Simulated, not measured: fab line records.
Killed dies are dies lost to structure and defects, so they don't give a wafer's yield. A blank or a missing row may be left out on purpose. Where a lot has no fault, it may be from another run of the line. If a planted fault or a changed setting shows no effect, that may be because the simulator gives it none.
A struck lot beside a sound one :: flow nand harc :: 16 steps out of a route of 1302
Sound: the wafers L974.3, L974.4, L974.6. Struck: wafer L977.2. (L977.5, L977.6 of the same lot were not struck and are left out.) The cause comes at the end.
Each step with rows lists, per side, the tool, then ch with its chambers, then its first start. Under that, the readings that differ: sound wafers :: struck wafers :: difference of the means :: sigmas: that difference in standard deviations of wafers without a fault.
alike: a reading whose means differ by less than 2 such deviations, as well as words and numbers matching on both sides. not compared: withheld readings; readings where some wafer has no value; bounds like >300 that might hide an equal value; numbers whose values overlap and for which the record gives no deviation.
The two part at a step that has a row with sigmas, a row that says differs or no value, or rows on one side only. Numbers that have no deviation but don't overlap get no sigmas and don't part them. A reading that every wafer of one side lacks parts them only if that side has two wafers or more.

NHARC_A_ONON_D2_THK_MEAS_11: measures by ellipsometry.
  sound on film metro-01 at day 13 13:59; struck on film metro-01 at day 14 21:38
  alike: thk nm
after that, 1 step with no rows for these wafers: NHARC_A_ONON_D2_DEP_12 (target thk 1000 nm).
NHARC_A_ONON_D2_THK_MEAS_14: measures by ellipsometry.
  sound on film metro-02 at day 13 14:33; struck on film metro-02 at day 14 22:13
reading: thk nm (nm)
sound: 983 985 983
struck: 1007
difference: +23
sigmas: +2
then, 2 steps without rows for these wafers: NHARC_A_ONON_D2_ANNEAL_15 (time 3600 s); NHARC_A_ONON_D2_DEP_16 (target thk 1000 nm).
NHARC_A_ONON_D2_THK_MEAS_18: measures by ellipsometry.
  sound on film metro-01 at day 13 23:43; struck on film metro-01 at day 15 08:14
  alike: thk nm
after that, 1 step with no rows for these wafers: NHARC_A_ONON_D2_DEP_19 (target thk 1000 nm).
NHARC_A_ONON_D2_THK_MEAS_21: measures by ellipsometry.
  sound on film metro-01 at day 14 00:17; struck on film metro-02 at day 15 08:48
  alike: thk nm
after that, 1 step with no rows for these wafers: NHARC_A_ONON_D2_DEP_22 (target thk 1000 nm).
NHARC_A_ONON_D2_THK_MEAS_24: measures by ellipsometry.
  sound on film metro-02 at day 14 00:51; struck on film metro-02 at day 15 09:22
  alike: thk nm
after that, 1 step with no rows for these wafers: NHARC_A_ONON_D2_DEP_25 (target thk 1000 nm).
NHARC_A_ONON_D2_THK_MEAS_27: measures by ellipsometry.
  sound on film metro-02 at day 14 01:25; struck on film metro-01 at day 15 09:56
  alike: thk nm
NHARC_A_ONON_D2_DEP_28: target thk 1000 nm.
  sound on pecvd onon-03 ch 0, day 14 01:35; struck on pecvd onon-03 ch 0, day 15 10:03
  alike: sih4 flow sccm
NHARC_A_ONON_D2_THK_MEAS_30: measures by ellipsometry.
  sound on film metro-02 at day 14 01:59; struck on film metro-02 at day 15 10:31
reading: thk nm (nm)
sound: 1000 1001 1002
struck: 559
difference: -442
sigmas: -34
NHARC_A_ONON_D2_DEP_33: deposits SiO2, target thk 200 nm.
  sound on pecvd-04 ch 0,2, day 14 02:02; struck on pecvd-04 ch 1, day 15 10:40
  alike: heater power w, mfc precursor sccm, rf fwd power W, throttle valve pct
-- record jumps: 12 days between struck wafers' starts before vs after; left off in module A_ONON_D2, resumes in module END, first step shown is number 1302 of the route --
NHARC_END_SORT_01:
  the record has rows for the struck wafers here (prober-01 ch 0, day 27 07:40) and none for the sound ones

## WHERE THEY PART
Last at NHARC_END_SORT_01 as far as this record goes, first at NHARC_A_ONON_D2_THK_MEAS_14.

WHY: whatever the simulator had introduced
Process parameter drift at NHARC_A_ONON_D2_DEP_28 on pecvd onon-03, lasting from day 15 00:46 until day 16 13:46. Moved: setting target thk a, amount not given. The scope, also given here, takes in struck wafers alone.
